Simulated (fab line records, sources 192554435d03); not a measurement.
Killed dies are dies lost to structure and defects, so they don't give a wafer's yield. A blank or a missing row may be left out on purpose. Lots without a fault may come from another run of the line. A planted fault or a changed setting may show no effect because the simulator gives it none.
Chamber matching | flow n5_finfet | N5_BEOL_M1_STRIP_36 on rie_diel-04: 4 sister chambers
The step strips in N2/H2. 4 wafers are shown with their chamber, then 7 later ones without.

WAFERS WITH THEIR CHAMBER
wafer  | chamber | throttle_valve_pct (%)
L866.3 | 1       | 23.53
L868.6 | 0       | 23.67
L869.2 | 2       | 23.70
L869.5 | 3       | 24.03

WAFERS WITHOUT THEIR CHAMBER
wafer  | throttle_valve_pct (%)
L869.6 | 23.66
L878.2 | 23.70
L878.3 | 23.68
L878.4 | 23.57
L879.1 | 23.68
L879.4 | 23.71
L879.5 | 24.06

WHICH CHAMBER EACH WENT THROUGH
wafer  | from the rows above     | in truth
L869.6 | can't be placed: 0 or 2 | 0
L878.2 | can't be placed: 2 or 0 | 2
L878.3 | can't be placed: 0 or 2 | 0
L878.4 | 1                       | 1
L879.1 | can't be placed: 0 or 2 | 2
L879.4 | can't be placed: 2 or 0 | 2
L879.5 | 3                       | 3
Placed correctly: 2 of 7. Can't be placed from these rows: 5 (the true chamber is among the candidates in 5). Placed wrongly: 0.
How it was worked out, from the rows above alone: a wafer's distance from a chamber is the root of the sum, over the readings, of the square of ((its reading less the chamber's mean) divided by the reading's scatter). The wafer belongs to the nearest chamber; if the next one is less than 2 further off, it can't be placed. A chamber's mean is the mean of its shown wafers. The scatter: with one shown wafer a chamber, the root of the mean of the squares of how far each hidden wafer lies from its nearest shown one.
